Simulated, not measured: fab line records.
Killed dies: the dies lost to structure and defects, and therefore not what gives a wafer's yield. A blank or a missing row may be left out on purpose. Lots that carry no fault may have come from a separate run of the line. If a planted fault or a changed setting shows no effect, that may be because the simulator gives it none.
Split-lot trial	flow n5_finfet	21 wafers read from 7 lots, route of 1938 steps

## THE SPLIT ITSELF
At N5_BEOL_M14_TRENCH_ETCH_34 (etches SiO2 in C4F8/O2/Ar, target depth 556.65 nm, time 126.9 s), the setting bias_w was moved away from the recipe's 2040 W on 4 of the 21 wafers read, by -17.3% to +14.3%. The other wafers ran this setting at the recipe's value.

The split's own step is where the reading is taken.

## THE READING
rf_vpp_V, in V, at N5_BEOL_M14_TRENCH_ETCH_34 (etches SiO2 in C4F8/O2/Ar, target depth 556.65 nm, time 126.9 s). On this fab line, fault-free wafers typically give 2240 V with a standard deviation of 37 V.

wafer	tool, chamber at the split	bias_w as run, W	against the recipe	rf_vpp_V, V	against lot-mates on the recipe
L074.3	rie_diel-06, 1	2332	+14.3%	2497	+217
L074.5	rie_diel-06, 0	2332	+14.3%	2373	+93
L074.6	rie_diel-06, 1	2040	recipe	2280	-
L076.1	rie_diel-02, 0	2040	recipe	2293	-
L076.2	rie_diel-02, 1	2040	recipe	2192	-
L076.5	rie_diel-02, 2	2040	recipe	2242	-
L081.1	rie_diel-02, 2	2040	recipe	2243	-
L081.2	rie_diel-02, 1	1687	-17.3%	1914	-304
L081.6	rie_diel-02, 1	2040	recipe	2192	-
L083.1	rie_diel-05, 2	2040	recipe	2210	-
L083.3	rie_diel-05, 0	2040	recipe	2268	-
L083.4	rie_diel-05, 1	2040	recipe	2260	-
L087.3	rie_diel-06, 2	2040	recipe	2254	-
L087.4	rie_diel-06, 3	2040	recipe	2226	-
L087.5	rie_diel-06, 3	2040	recipe	2227	-
L086.2	rie_diel-05, 0	2040	recipe	2268	-
L086.5	rie_diel-05, 0	2040	recipe	2268	-
L086.6	rie_diel-05, 3	1940	-4.9%	2172	-96
L092.1	rie_diel-06, 1	2040	recipe	2317	-
L092.5	rie_diel-06, 0	2040	recipe	2196	-
L092.6	rie_diel-06, 2	2040	recipe	2254	-

FIT RESULTS
A straight line over all 21 wafers: rf_vpp_V changes by +15.8 V for each +1% of bias_w; r = +0.92; the points scatter about the line by 42 V.
The same after taking each lot's own level away (the mean of its wafers on the recipe; 21 wafers): +13.9 V for each +1%; r = +0.91; scatter 40 V.
According to that fit, moving bias_w by its largest amount changes the reading by 2.4e+02 V.
From 2217.5 to 2280.0 V: that is the span of the lots' own levels, equal to 1.7 times the standard deviation above.
Thus the slope moves with the lot-to-lot level: the two fits are different.
Check: with one of the wafers moved furthest among these (-17.3%) left out of the fit, the line predicts -201 V for it against its lot-mates. It came out at -304 V against them.
Tool readings at the split's step, against how far the setting was moved: rf_vpp_V r = +0.92.

## OTHER SPLITS ON THESE WAFERS
Other splits were also applied to these wafers ahead of the reading. Each is held against what the fit with the lots' levels taken away leaves over:
other split on the same wafers	wafers away from the commonest value	r with rf_vpp_V (lot level and that fit taken away)
N5_BEOL_M10_ILD_DEP_00 time_s	6	-0.29
N5_BEOL_M11_ILD_DEP_00 time_s	8	-0.24
N5_BEOL_M12_PEB_08 peb_time_s	4	+0.28
N5_BEOL_M13_COAT_58 spin_rpm	6	+0.23
N5_BEOL_M14_ETCH_68 time_s	8	-0.18

## THE FILE'S OWN FIT
rf_vpp_V changes by +15 V for each +1% of bias_w, r = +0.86.
